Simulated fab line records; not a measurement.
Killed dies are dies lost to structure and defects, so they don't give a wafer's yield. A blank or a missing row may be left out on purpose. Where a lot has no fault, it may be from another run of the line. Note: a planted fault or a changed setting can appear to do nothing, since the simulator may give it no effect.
A lot that was struck, set against a sound lot	flow n5-finfet	16 steps out of a route of 1938
Sound: wafers L242.1, L242.2, L242.6. Struck: wafers L232.1, L232.5, L232.6. Last of all comes the cause.
Order at every step that has rows: each side's tool, ch and its chambers, its first start. Under that, the readings that differ: sound wafers	struck wafers	difference of the means	sigmas: that difference in standard deviations of wafers without a fault.
alike: readings with means less than 2 such deviations apart, plus words and numbers identical on both sides. not compared: withheld readings, readings lacking a value on some wafer, bounds such as >300 that could conceal the same value, and numbers that have no deviation in the record and whose values overlap.
A row with sigmas, a row that says differs or no value, or rows on one side alone: a step with any of these is where the two part. Non-overlapping numbers with no deviation appear without sigmas and do not part them. A reading that every wafer of one side lacks parts them only if that side has two wafers or more.

first, 11 steps without rows for these wafers: N5_MOL_CONTACT_COAG_DESCUM_45 (chemistry O2, time 7 s); N5_MOL_CONTACT_COAG_ETCH_65 (etches underlayer in N2/H2, target depth 13 nm, time 10.4 s); N5_MOL_CONTACT_COAG_ETCH_66 (etches SiARC in CF4, target depth 13 nm, time 21.7 s); N5_MOL_CONTACT_COAG_ALD_133 (deposits SiO2, target thk 5 nm, pulse time 1 s, co reactant pulse time 1 s); N5_MOL_CONTACT_COAG_ETCHBACK_134 (etches SiO2 in CHF3, target depth 10 nm, time 6.7 s); N5_MOL_CONTACT_COAG_ETCH_67 (etches SOC in N2/H2, target depth 60 nm, overetch 21 nm, time 101.2 s); N5_MOL_CONTACT_COAG_STRIP_68 (strips in N2/H2); N5_MOL_CONTACT_COAG_STRIP_69 (strips in N2/H2); N5_MOL_CONTACT_COAG_ETCHBACK_136 (etches SiO2 in CHF3, target depth 25 nm, time 16.7 s); N5_MOL_CONTACT_COAG_STRIP_120 (strips in CHF3); N5_MOL_CONTACT_COAG_VIA_ETCH_117 (etches SiO2 in C4F6/O2, target depth 40 nm, overetch 8 nm, time 26 s).
N5_MOL_CONTACT_COAG_ETCH_124: etches SiNx in CH3F/O2, stops on SiOC, target depth 6.5 nm.
  sound on rie-diel-05 ch 0,1, day 10 09:10; struck on rie-diel-04 ch 0,2,3, day 7 19:23
  no value came back on the struck wafers for any of 8 readings (CH3F_flow_sccm (sccm), O2_flow_sccm (sccm) and others); on the sound wafers CH3F_flow_sccm (sccm) reads 30.08 30.00 30.07
reading	sound	struck	difference	sigmas
model.SOC_of_MOL_CONTACT_COAG_COAT_62.thk-nm (nm)	48.2 49.2 48.4	51.4 51.4 51.4	+2.8	
  not compared: rf-hours-counter-h
N5_MOL_CONTACT_COAG_ETCH_48: etches SiOC in C4F6/O2, target depth 15 nm, overetch 4.5 nm, time 17 s.
  sound on rie-diel-05 ch 0,1, day 10 09:13; struck on rie-diel-04 ch 0,2,3, day 7 19:26
reading	sound	struck	difference	sigmas
model.SOC_of_MOL_CONTACT_COAG_COAT_62.thk-nm (nm)	45.6 46.6 45.8	48.6 48.8 48.8	+2.7	
  alike: C4F6_flow_sccm, O2_flow_sccm, bias-w, drypump-motor-current-A, oes-product-au, rf-vpp-V, showerhead-plenum-p-Torr, throttle-valve-pct
  not compared: rf-hours-counter-h
then, 1 step without rows for these wafers: N5_MOL_CONTACT_COAG_STRIP_72 (strips in N2/H2).
N5_BEOL_M4_RC_MEAS_101:
  the record has rows for the sound wafers here (prober-01 ch 0, day 13 08:56) and none for the struck ones
-- here the record skips 7 days between the struck wafers' starts before and after, leaving off in module BEOL_M4 and picking up in module PASSIVATION (first step shown: number 1936 of the route) --
N5_PASSIVATION_PROBE_49:
  struck on prober-01, day 15 04:19; sound on prober-01, day 18 00:08
reading	sound	struck	difference	sigmas
killed-at-contacts	10 5 5	1074 1115 1096	+1088	+99 or more
killed-dies	116 95 90	1180 1180 1180	+1080	+64
killed-on-rim	15 15 12	152 152 152	+138	+34
  alike: killed_at_M0_to_M3, killed_at_M4_up, killed-at-front-end, killed-at-other, killed-open, killed-short

== WHERE THEY PART ==
Last at N5_PASSIVATION_PROBE_49 as far as this record goes, first at N5_MOL_CONTACT_COAG_ETCH_124.

WHY: the cause the simulator had injected
Skipped step whole: rie-diel-04, from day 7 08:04 on, at N5_MOL_CONTACT_COAG_ETCH_124. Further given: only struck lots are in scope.
